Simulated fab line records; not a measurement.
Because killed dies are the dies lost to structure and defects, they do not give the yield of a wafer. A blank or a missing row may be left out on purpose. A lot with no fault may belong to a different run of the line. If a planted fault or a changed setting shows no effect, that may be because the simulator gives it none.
fab line records	flow n5Finfet
record lots=6	wafers=18	lastDay=18
route steps=1938 shown ZERO_LAYER@13 WELL_APT@20 PASSIVATION@1936
lots that met no fault: from a run of the same line without faults
startH: start of the lot's first displayed wafer, in hours after the record's first day	waitH: time in hours since the lot's previous step	" same as the row above	L1.1+2: a row that stands for several wafers	- no value, or no start was given	* or withheld: withheld	< > ~ a bound
route shown NAME@n: a module of which the file shows steps, and the number in the route of the first	usual: the fault-free wafers' mean and standard deviation	same: alike in all rows	chamber/n: place in a boat	sites: the reading at each site	_std_site: the values' standard deviation	_edge_site: the outer-site mean with the inner-site mean subtracted	radiusMm: for every site, how far away it sits from the centre of the wafer	mask NAME#n: copy n	behind: the most recent tool/chamber to have shaped the wafer	hold: cause of the lot's hold/its duration in hours/its outcome	device: names the non-switching transistor (n, p or np)	end of line: the tests these same wafers got at the end of their route	a step given without rows: its recipe and nothing more	killed: dies that structure and defects cost at the first sort, which is not the same as the wafer's yield	map: a wafer's dies, marking killed ones x, the rest . and places with no die _
set.NAME: setting as actually run; set.NAME@STEP: the setting as run at that earlier step	model.NAME: the simulator's own value behind a step, which no gauge read
certain route steps with their lots: each step a table, each wafer a row
services: a tool's chamber out of use, with start hour (startH, from the record's first day; less than 0 if before it), hours out, and reason
## steps
# step N5_ZERO_LAYER_CD_MEAS_11
# recipe targetCdNm=2000	landingEnergyEv=500	detector=seInlens
# usual cdNm=1999.7/1.9
lot.wafer	tool	chamber	startH	waitH	cdNm
L566.2	cdSem-03	0	48.68	-	1997.6
L566.3	"	0	"	"	2001.3
L566.5	"	0	"	"	2002.2
L567.3	cdSem-03	0	54.84	-	2001.0
L567.4	"	0	"	"	2002.0
L567.6	"	0	"	"	1998.6
L571.1	cdSem-03	0	78.77	-	1997.7
L571.3	"	0	"	"	1996.9
L571.5	"	0	"	"	1995.5
L572.3	cdSem-03	0	84.64	-	1999.9
L572.5	"	0	"	"	2001.4
L572.6	"	0	"	"	2001.3
L575.1	cdSem-03	0	102.77	-	2001.1
L575.2	"	0	"	"	2000.8
L575.6	"	0	"	"	2001.5
L583.1	cdSem-02	0	150.64	-	2000.3
L583.2	"	0	"	"	1998.9
L583.3	"	0	"	"	1997.4
# step N5_ZERO_LAYER_DESCUM_16
# recipe chemistry=O2	timeS=7.9	sourcePowerW=50	biasPowerW=20	pressureMtorr=20	rfFrequencyHz=2.712e+07	tempC=40	o2FlowSccm=225
# usual drypumpMotorCurrentA=5.6/0.37	oesProductAu=0.81/0.091	rfVppV=243.5/1.5	showerheadPlenumPTorr=2.11/0.075	throttleValvePct=20.27/0.29
lot.wafer	tool	chamber	startH	waitH	drypumpMotorCurrentA	oesProductAu	rfHoursCounterH	rfVppV	showerheadPlenumPTorr	throttleValvePct
L566.2	rieDiel-06	3	49.08	0.4	5.3	0.90	24	244.8	2.23	20.34
L566.3	"	1	"	"	5.9	0.94	8	243.0	2.12	19.71
L566.5	"	3	"	"	5.3	0.90	-	244.5	2.23	20.35
L567.3	rieDiel-01	0	54.90	0.1	5.3	0.75	136	245.6	2.16	20.29
L567.4	"	1	"	"	5.8	0.74	156	242.3	2.09	20.18
L567.6	"	1	"	"	5.9	0.74	-	246.1	2.09	20.18
L571.1	rieDiel-06	2	78.81	0.0	5.2	0.74	177	243.9	2.07	20.55
L571.3	"	1	"	"	5.9	0.92	17	243.1	2.12	19.74
L571.5	"	2	"	"	5.2	0.74	-	243.2	2.07	20.56
L572.3	rieDiel-01	2	84.68	0.0	6.1	0.72	190	241.9	2.01	20.60
L572.5	"	1	"	"	5.8	0.74	-	242.8	2.09	20.21
L572.6	"	2	"	"	6.1	0.73	-	242.0	2.01	20.60
L575.1	rieDiel-03	1	102.80	0.0	6.0	0.82	68	244.1	2.20	19.91
L575.2	"	2	"	"	5.2	0.77	143	241.5	1.99	19.88
L575.6	"	3	"	"	5.9	0.71	-	244.2	2.15	20.78
L583.1	rieDiel-03	3	150.68	0.0	5.9	0.70	232	243.3	2.15	20.82
L583.2	"	1	"	"	6.0	0.81	77	244.7	2.20	19.92
L583.3	"	2	"	"	5.2	0.76	159	240.8	1.99	19.90
# step N5_ZERO_LAYER_ETCH_17
# recipe chemistry=CF4	target=SiO2	targetDepthA=120	timeS=13.3	ionEnergyEv=350	pressureMtorr=40	sourceW=450	biasW=215	Ar_flow_sccm=100	cf4FlowSccm=100
# usual drypumpMotorCurrentA=5.6/0.37	oesProductAu=0.82/0.089	rfVppV=950/4.6	showerheadPlenumPTorr=2.17/0.076	throttleValvePct=15.57/0.29
lot.wafer	tool	chamber	startH	waitH	drypumpMotorCurrentA	oesProductAu	rfHoursCounterH	rfVppV	showerheadPlenumPTorr	throttleValvePct
L566.2	rieDiel-06	3	49.11	0.0	5.3	0.92	24	959	2.28	15.60
L566.3	"	1	"	"	5.9	0.95	8	952	2.18	15.06
L566.5	"	3	"	"	5.3	0.91	-	955	2.28	15.61
L567.3	rieDiel-01	0	54.94	0.0	5.2	0.76	136	955	2.22	15.62
L567.4	"	1	"	"	5.8	0.77	156	949	2.15	15.51
L567.6	"	1	"	"	5.8	0.76	-	948	2.15	15.53
L571.1	rieDiel-06	2	78.84	0.0	5.2	0.73	177	949	2.15	15.99
L571.3	"	1	"	"	5.9	0.92	17	951	2.18	15.09
L571.5	"	2	"	"	5.2	0.74	-	948	2.15	15.98
L572.3	rieDiel-01	2	84.71	0.0	6.1	0.74	190	943	2.05	15.76
L572.5	"	1	"	"	5.8	0.75	-	947	2.14	15.53
L572.6	"	2	"	"	6.1	0.74	-	941	2.05	15.76
L575.1	rieDiel-03	1	102.84	0.0	6.0	0.81	68	955	2.26	15.20
L575.2	"	2	"	"	5.2	0.77	143	943	2.06	15.26
L575.6	"	3	"	"	5.9	0.71	-	952	2.21	16.00
L583.1	rieDiel-03	3	150.71	0.0	5.9	0.71	232	953	2.20	16.06
L583.2	"	1	"	"	6.0	0.80	77	956	2.26	15.23
L583.3	"	2	"	"	5.2	0.76	159	942	2.05	15.31
# step N5_ZERO_LAYER_ETCH_18
# recipe chemistry=HBr/Cl2	target=Si	targetDepthA=1200	timeS=40	pressureMtorr=10	icpW=800	biasW=75	HBr_flow_sccm=150	Cl2_flow_sccm=80
# usual drypumpMotorCurrentA=6.0/0.39	oesProductAu=1.002/0.015	throttleValvePct=36.5/0.36
lot.wafer	tool	chamber	startH	waitH	drypumpMotorCurrentA	oesProductAu	rfHoursCounterH	throttleValvePct
L566.2	rieSi-04	3	49.18	0.0	6.3	0.985	86	36.5
L566.3	"	2	"	"	5.4	1.012	92	35.9
L566.5	"	1	"	"	6.1	1.036	-	36.7
L567.3	rieSi-04	3	55.01	0.0	6.2	0.985	87	36.5
L567.4	"	2	"	"	5.4	1.014	92	35.9
L567.6	"	0	"	"	5.6	0.977	-	36.3
L571.1	rieSi-01	0	78.91	0.0	6.0	0.995	94	36.6
L571.3	"	3	"	"	6.7	1.016	5	36.2
L571.5	"	0	"	"	6.0	0.988	-	36.6
L572.3	rieSi-03	1	84.79	0.0	5.7	1.012	111	36.4
L572.5	"	0	"	"	6.5	0.989	-	36.0
L572.6	"	3	"	"	5.7	0.999	-	37.0
L575.1	rieSi-03	2	102.91	0.0	6.4	1.009	19	37.0
L575.2	"	0	"	"	6.5	0.977	116	36.0
L575.6	"	1	"	"	5.6	1.012	-	36.4
L583.1	rieSi-04	1	150.79	0.0	6.1	1.038	91	36.7
L583.2	"	2	"	"	5.4	1.016	94	35.9
L583.3	"	3	"	"	6.3	0.986	88	36.5
# step N5_ZERO_LAYER_STRIP_24
# recipe chemistry=O2	powerW=1000	tempC=250	overashFraction=0.3	pressureMtorr=1000	o2FlowSccm=6750
# usual drypumpMotorCurrentA=5.73/0.26	heaterPowerW=344/31	oesProductAu=0.647/0.0045	stripTimeToEndpointS=43.91/0.091
lot.wafer	tool	chamber	startH	waitH	drypumpMotorCurrentA	heaterPowerW	oesProductAu	rfHoursCounterH	stripTimeToEndpointS
L566.2	plasmaAsher-02	0	49.29	0.1	5.81	317	0.644	33	43.91
L566.3	"	1	"	"	5.91	306	0.645	-	43.89
L566.5	"	1	"	"	5.91	311	0.648	-	43.83
L567.3	plasmaAsher-02	1	55.13	0.1	5.88	307	0.651	-	43.92
L567.4	"	0	"	"	5.81	320	0.648	-	43.91
L567.6	"	1	"	"	5.89	316	0.647	-	44.00
L571.1	plasmaAsher-02	0	79.02	0.1	5.77	324	0.653	39	43.94
L571.3	"	0	"	"	5.79	330	0.642	-	44.04
L571.5	"	0	"	"	5.78	328	0.651	-	44.03
L572.3	plasmaAsher-02	0	84.91	0.1	5.83	325	0.641	-	43.88
L572.5	"	0	"	"	5.82	327	0.653	-	43.92
L572.6	"	1	"	"	5.88	318	0.642	-	43.86
L575.1	plasmaAsher-01	0	103.02	0.1	5.93	360	0.639	92	44.01
L575.2	"	1	"	"	5.24	385	0.648	92	43.95
L575.6	"	1	"	"	5.28	399	0.643	-	43.97
L583.1	plasmaAsher-01	0	150.89	0.1	5.91	370	0.647	101	43.74
L583.2	"	1	"	"	5.23	395	0.641	101	43.95
L583.3	"	0	"	"	5.92	365	0.649	-	43.80
# step N5_ZERO_LAYER_STRIP_19
# recipe chemistry=SPM	timeS=900	tempC=130	h2so4H2o2VolRatio=4	dry=ipaMarangoni
# step N5_ZERO_LAYER_INSPECT_20
# recipe inspectInstrument=darkfield	mode=postClean
# usual rawDefectCount=38/16
lot.wafer	tool	chamber	startH	waitH	rawDefectCount
L566.2	defectInspect-01	-	49.65	0.0	39
L566.3	"	-	"	"	26
L566.5	"	-	"	"	29
L567.3	defectInspect-01	-	55.48	0.0	38
L567.4	"	-	"	"	48
L567.6	"	-	"	"	45
L571.1	defectInspect-02	-	79.39	0.0	25
L571.3	"	-	"	"	48
L571.5	"	-	"	"	34
L572.3	defectInspect-01	-	85.25	0.0	26
L572.5	"	-	"	"	19
L572.6	"	-	"	"	37
L575.1	defectInspect-01	-	103.38	0.0	27
L575.2	"	-	"	"	41
L575.6	"	-	"	"	34
L583.1	defectInspect-02	-	151.25	0.0	40
L583.2	"	-	"	"	35
L583.3	"	-	"	"	20
# step N5_WELL_APT_HMDS_01
# recipe timeS=60	tempC=120
# step N5_WELL_APT_COAT_02
# recipe spinRpm=1357	resistThkNm=950
# step N5_WELL_APT_EBR_04
# recipe solvent=PGMEA	ebrWidthMm=1.5
# step N5_WELL_APT_SOFTBAKE_03
# recipe tempC=130	timeS=60
# step N5_WELL_APT_EXPOSE_05
# recipe maskId=NWELL	na=0.8	sourceShape=conventional	sigmaOuter=0.8	polarization=unpolarized	defocusNm=0	targetCdNm=200	doseMj=20.3
# step N5_WELL_APT_PEB_06
# recipe pebTempC=130	pebTimeS=90
# usual chillPlateTempC=23.00/0.1	exhaustPa=45.3/0.91
lot.wafer	tool	chamber	startH	waitH	chillPlateTempC	exhaustPa
L566.2	lithoTrack-05	0	49.84	0.0	23.13	45.3
L566.3	"	0	"	"	22.89	46.1
L566.5	"	0	"	"	22.95	43.8
L567.3	lithoTrack-04	0	55.67	0.0	23.00	44.3
L567.4	"	0	"	"	22.91	45.2
L567.6	"	0	"	"	23.06	45.5
L571.1	lithoTrack-04	0	79.57	0.1	22.97	46.4
L571.3	"	0	"	"	23.04	44.8
L571.5	"	0	"	"	22.87	45.4
L572.3	lithoTrack-04	0	85.57	0.0	22.91	45.6
L572.5	"	0	"	"	22.92	44.9
L572.6	"	0	"	"	22.99	46.1
L575.1	lithoTrack-03	0	103.69	0.1	22.96	45.1
L575.2	"	0	"	"	22.96	44.3
L575.6	"	0	"	"	22.96	45.4
L583.1	lithoTrack-03	0	151.57	0.1	22.92	45.4
L583.2	"	0	"	"	22.90	43.9
L583.3	"	0	"	"	22.85	45.6
# step N5_WELL_APT_DEVELOP_07
# recipe developTimeS=45	rinseLiquid=surfactantRinse	dry=airSpin	devTempC=21
# step N5_WELL_APT_HARDBAKE_12
# recipe tempC=130	timeS=120
# step N5_WELL_APT_CD_MEAS_08
# recipe targetCdNm=200	landingEnergyEv=500	detector=seInlens
# usual cdNm=200.1/1.9
lot.wafer	tool	chamber	startH	waitH	cdNm
L566.2	cdSem-02	0	49.96	-	201.6
L566.3	"	0	"	"	201.3
L566.5	"	0	"	"	203.0
L567.3	cdSem-02	0	55.78	-	201.9
L567.4	"	0	"	"	202.3
L567.6	"	0	"	"	200.6
L571.1	cdSem-03	0	79.69	-	205.5
L571.3	"	0	"	"	206.7
L571.5	"	0	"	"	203.6
L572.3	cdSem-03	0	85.68	-	201.1
L572.5	"	0	"	"	204.7
L572.6	"	0	"	"	203.7
L575.1	cdSem-01	0	103.81	-	202.0
L575.2	"	0	"	"	200.1
L575.6	"	0	"	"	200.8
L583.1	cdSem-03	0	151.68	-	200.6
L583.2	"	0	"	"	200.0
L583.3	"	0	"	"	200.1
# step N5_WELL_APT_OVL_MEAS_09
# recipe pointsPerWafer=44
# usual NWELL_OVL=-7/5.9
# same pointsPerWafer=44
lot.wafer	tool	chamber	startH	waitH	NWELL_OVL[nm]
L566.2	overlay-01	0	49.99	0.0	-10
L566.3	"	0	"	"	2
L566.5	"	0	"	"	3
L567.3	overlay-02	0	55.81	0.0	-10
L567.4	"	0	"	"	-4
L567.6	"	0	"	"	-9
L571.1	overlay-01	0	79.72	0.0	-2
L571.3	"	0	"	"	2
L571.5	"	0	"	"	-7
L572.3	overlay-02	0	85.71	0.0	-10
L572.5	"	0	"	"	-19
L572.6	"	0	"	"	-5
L575.1	overlay-02	0	103.84	0.0	-15
L575.2	"	0	"	"	4
L575.6	"	0	"	"	-2
L583.1	overlay-01	0	151.71	0.0	-4
L583.2	"	0	"	"	-2
L583.3	"	0	"	"	-16
# step N5_WELL_APT_INSPECT_10
# recipe mode=adi	inspectInstrument=macro
# usual rawDefectCount=2.0/1.5
lot.wafer	tool	chamber	startH	waitH	rawDefectCount
L566.2	defectInspect-02	-	50.01	0.0	0
L566.3	"	-	"	"	2
L566.5	"	-	"	"	2
L567.3	defectInspect-02	-	55.84	0.0	0
L567.4	"	-	"	"	1
L567.6	"	-	"	"	0
L571.1	defectInspect-01	-	79.74	0.0	0
L571.3	"	-	"	"	5
L571.5	"	-	"	"	3
L572.3	defectInspect-01	-	85.74	0.0	2
L572.5	"	-	"	"	0
L572.6	"	-	"	"	0
L575.1	defectInspect-02	-	103.86	0.0	6
L575.2	"	-	"	"	2
L575.6	"	-	"	"	3
L583.1	defectInspect-01	-	151.74	0.0	0
L583.2	"	-	"	"	3
L583.3	"	-	"	"	3
# step N5_WELL_APT_DESCUM_13
# recipe chemistry=O2	timeS=7.9	sourcePowerW=50	biasPowerW=20	pressureMtorr=20	rfFrequencyHz=2.712e+07	tempC=40	o2FlowSccm=225
# usual drypumpMotorCurrentA=5.5/0.38	oesProductAu=0.77/0.083	rfVppV=242.9/1.4	showerheadPlenumPTorr=2.07/0.084	throttleValvePct=20.35/0.16
lot.wafer	tool	chamber	startH	waitH	drypumpMotorCurrentA	oesProductAu	rfHoursCounterH	rfVppV	showerheadPlenumPTorr	throttleValvePct	model.WELL_APT.cdNm
L566.2	rieDiel-02	2	50.52	0.5	5.9	0.74	160	243.1	2.16	20.40	202.2
L566.3	"	1	"	"	5.0	0.67	252	243.4	2.16	20.48	201.4
L566.5	"	2	"	"	5.9	0.74	-	244.8	2.17	20.39	203.1
L567.3	rieDiel-02	2	56.24	0.4	5.9	0.74	162	243.9	2.16	20.39	201.9
L567.4	"	2	"	"	5.9	0.74	-	246.2	2.16	20.40	202.5
L567.6	"	0	"	"	5.7	0.73	-	241.7	2.00	20.34	200.7
L571.1	rieDiel-04	1	80.07	0.3	5.3	0.72	186	243.1	2.16	20.48	205.8
L571.3	"	0	"	"	5.9	0.72	162	241.8	1.98	20.44	206.4
L571.5	"	0	"	"	5.9	0.72	-	241.0	1.98	20.44	203.2
L572.3	rieDiel-05	0	85.77	0.0	5.0	0.84	46	241.6	2.13	19.97	201.3
L572.5	"	0	"	"	5.0	0.85	-	244.4	2.13	19.98	204.6
L572.6	"	1	"	"	5.5	0.77	-	242.4	1.98	20.32	204.1
L575.1	rieDiel-05	1	103.92	0.1	5.5	0.77	162	241.7	1.98	20.34	201.8
L575.2	"	0	"	"	5.0	0.83	53	243.0	2.12	19.99	200.2
L575.6	"	3	"	"	5.7	0.70	-	241.5	1.95	20.55	200.3
L583.1	rieDiel-04	2	151.81	0.1	4.8	0.90	31	242.8	2.05	20.37	200.4
L583.2	"	1	"	"	5.3	0.72	209	243.0	2.15	20.52	199.8
L583.3	"	3	"	"	5.7	0.71	183	241.4	1.98	20.28	199.9
# step N5_WELL_APT_IMPLANT_14
# recipe species=P	energyKev=160	doseCm2=1.5e+13	tiltDeg=0	rotationDeg=0
# step N5_PASSIVATION_PROBE_49
# usual defectLimitedYield=91.7/1.5	killed_at_M0_to_M3=32/9.6	killed_at_M4_up=13/5.3	killedAtContacts=12/6.8	killedAtFrontEnd=36/9.8	killedAtOther=4/3.1	killedDies=98/17	killedOpen=65/13	killedShort=32/8.5	sort_bin_4_leakage=0.00/0.007	sort_bin_5_function=4.9/0.93	sort_bin_6_memory=3.2/0.67	sortNPass=1082/17	sortYieldPct=91.7/1.4
# same grossDies=1180	killedAtBackSide=0	sort_bin_8_speed[%]=0
lot.wafer	tool	chamber	startH	waitH	defectLimitedYield[%]	killed_at_M0_to_M3	killed_at_M4_up	killedAtContacts	killedAtFrontEnd	killedAtOther	killedDies	killedOpen	killedShort	sort_bin_4_leakage[%]	sort_bin_5_function[%]	sort_bin_6_memory[%]	sortNPass	sortYieldPct[%]
L572.3	prober-02	-	361.40	1.3	92.0	35	13	14	23	9	94	63	30	0	4.9	2.8	1086	92.0
L572.5	prober-02	-	361.50	1.4	92.9	22	7	10	43	2	84	59	24	0	4.2	2.5	1096	92.9
L572.6	prober-02	-	361.55	1.5	95.3	14	4	11	25	1	55	37	18	0	3.1	1.4	1125	95.3
L583.1	prober-02	-	422.46	0.0	94.8	16	10	3	31	1	61	35	24	0	2.5	2.2	1119	94.8
L583.2	prober-02	-	422.51	0.1	94.3	25	9	11	20	2	67	43	24	0	3.2	2.2	1113	94.3
L583.3	prober-02	-	422.56	0.1	93.0	32	12	14	19	6	83	64	18	0	4.1	2.6	1097	93.0
# killed by level:class
L572.3 MOL_CONTACT_COAG:geometricParticle:open=12 BEOL_M2:geometricParticle:open=11 BEOL_M1:geometricParticle:open=6 BEOL_M4:geometricParticle:open=5 STI_FIN_REVEAL:geometricParticle:open=4 BEOL_M0_SAQP:geometricParticle:open=4 BEOL_M2:geometricParticle:short=4 BEOL_M3:geometricParticle:open=4
L572.5 STI_FIN_REVEAL:geometricParticle:open=17 BEOL_M1:geometricParticle:open=7 MOL_CONTACT_COAG:geometricParticle:open=6 BEOL_M2:geometricParticle:open=6 FIN_SAQP:geometricParticle:short=4 MOL_CONTACT_COAG:geometricParticle:short=4 STARTING-WAFER:geometricParticle:open=4 ILD0:geometricParticle:open=3
L572.6 STI_FIN_REVEAL:geometricParticle:open=8 MOL_CONTACT_COAG:geometricParticle:open=6 FIN_SAQP:geometricParticle:short=5 FIN_SAQP:geometricParticle:open=5 MOL_CONTACT_COAG:geometricParticle:short=5 BEOL_M0:geometricParticle:open=4 BEOL_M2:geometricParticle:open=3 DUMMY_GATE:geometricParticle:open=2
L583.1 ILD0:geometricParticle:short=8 BEOL_M0_SAQP:geometricParticle:short=6 BEOL_M4:geometricParticle:open=6 FIN_SAQP:geometricParticle:open=5 STARTING-WAFER:geometricParticle:open=5 ILD0:geometricParticle:open=4 MOL_CONTACT_COAG:geometricParticle:open=3 BEOL_M1:geometricParticle:open=3
L583.2 MOL_CONTACT_COAG:geometricParticle:open=8 BEOL_M2:geometricParticle:open=7 GATE_CUT:geometricParticle:short=4 BEOL_M1:geometricParticle:open=4 MOL_CONTACT_COAG:geometricParticle:short=3 BEOL_M0_SAQP:geometricParticle:short=3 BEOL_M0:geometricParticle:open=3 BEOL_M1:geometricParticle:short=3
L583.3 MOL_CONTACT_COAG:geometricParticle:open=14 BEOL_M2:geometricParticle:open=11 BEOL_M1:geometricParticle:open=6 BEOL_M3:geometricParticle:open=6 BEOL_M4:geometricParticle:open=6 BEOL_M0_SAQP:geometricParticle:short=5 FIN_SAQP:geometricParticle:short=4 GATE_CUT:geometricParticle:open=4
## services
tool	chamber	startH	hours	kind
rieDiel-02	3	26.26	-	clean
rieDiel-02	3	26.26	-	consumableReplace:focusRing
rieDiel-02	3	26.26	27.9	scheduledDown
rieDiel-02	3	26.26	27.9	ventCycle
rieDiel-03	-	32.50	14.6	pm
rieDiel-06	0	35.19	-	clean
rieDiel-06	0	35.19	-	consumableReplace:focusRing
rieDiel-06	0	35.19	17.4	scheduledDown
rieDiel-06	0	35.19	17.4	ventCycle
lithoTrack-04	-	45.48	-	consumableReplace:filter
rieDiel-03	2	48.78	2.7	repair
rieDiel-03	2	62.74	8.3	repair
rieDiel-02	-	63.38	14.6	pm
rieSi-01	-	74.99	0.5	repair
rieDiel-06	-	82.95	0.9	repair
rieSi-01	-	90.86	0.3	repair
plasmaAsher-02	-	95.13	2.8	pm
rieDiel-06	3	95.68	2.3	repair
rieDiel-04	-	99.96	4.3	pm
rieDiel-06	1	108.93	13.4	repair
rieDiel-02	-	110.97	2.8	pm
rieDiel-05	0	113.45	3.9	repair
rieDiel-05	-	116.55	0.5	repair
rieDiel-04	3	144.48	1.3	repair
## key
firstSign step=N5_WELL_APT_CD_MEAS_08	reading=cdNm	direction=up	sigmas=2.2	usual=200.1	struck=204.2
effect none on later readings
modelEffect step=N5_WELL_APT_DESCUM_13	value=WELL_APT.cdNm	without=201.4	struck=204.2
metAt N5_WELL_APT_PEB_06
struckWafers L571.1,L571.3,L571.5,L572.3,L572.5,L572.6
rowsEnd L571.1,L571.3,L571.5
onsetBetween 55.67 79.57
alsoFits N5_ZERO_LAYER_STRIP_24:plasmaAsher-02
fault kind=processParameterDrift	tool=lithoTrack-04	chamber=-	onsetH=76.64	steps=N5_WELL_APT_PEB_06	channel=pebTimeS	offset=*	shape=step	actsIn=*	stated=*
# rowsEnd: these wafers met a further fault down the route, and their rows from its step on are left out
